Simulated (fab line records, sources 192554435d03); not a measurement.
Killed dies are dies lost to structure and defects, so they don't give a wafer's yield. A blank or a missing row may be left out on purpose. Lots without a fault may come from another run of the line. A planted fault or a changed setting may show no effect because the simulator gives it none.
Chamber matching | flow n5_finfet | N5_BEOL_M2_STRIP_36 on rie_diel-01: 4 sister chambers
The step strips in N2/H2. 8 wafers are shown with their chamber, then 7 later ones without.

WAFERS WITH THEIR CHAMBER
wafer  | chamber | showerhead_plenum_p_Torr (Torr) | throttle_valve_pct (%)
L080.2 | 0       | 2.40                            | 23.9
L080.3 | 1       | 2.61                            | 23.7
L084.1 | 1       | 2.61                            | 23.8
L085.1 | 2       | 2.58                            | 23.1
L085.4 | 3       | 2.56                            | 24.3
L085.5 | 0       | 2.39                            | 23.9
L092.1 | 2       | 2.58                            | 23.1
L092.2 | 3       | 2.55                            | 24.3

WAFERS WITHOUT THEIR CHAMBER
wafer  | showerhead_plenum_p_Torr (Torr) | throttle_valve_pct (%)
L092.4 | 2.39                            | 24.0
L091.1 | 2.58                            | 23.1
L091.4 | 2.55                            | 24.3
L091.5 | 2.60                            | 23.8
L093.1 | 2.55                            | 24.3
L093.3 | 2.39                            | 24.0
L093.4 | 2.58                            | 23.1

WHICH CHAMBER EACH WENT THROUGH
wafer  | from the rows above | in truth
L092.4 | 0                   | 0
L091.1 | 2                   | 2
L091.4 | 3                   | 3
L091.5 | 1                   | 1
L093.1 | 3                   | 3
L093.3 | 0                   | 0
L093.4 | 2                   | 2
Placed correctly: 7 of 7. Can't be placed from these rows: 0. Placed wrongly: 0.
How it was worked out, from the rows above alone: a wafer's distance from a chamber is the root of the sum, over the readings, of the square of ((its reading less the chamber's mean) divided by the reading's scatter). The wafer belongs to the nearest chamber; if the next one is less than 2 further off, it can't be placed. A chamber's mean is the mean of its shown wafers. The scatter: the root of (the sum of the squares of (reading less its chamber's mean) over the shown wafers, divided by (wafers less chambers)).
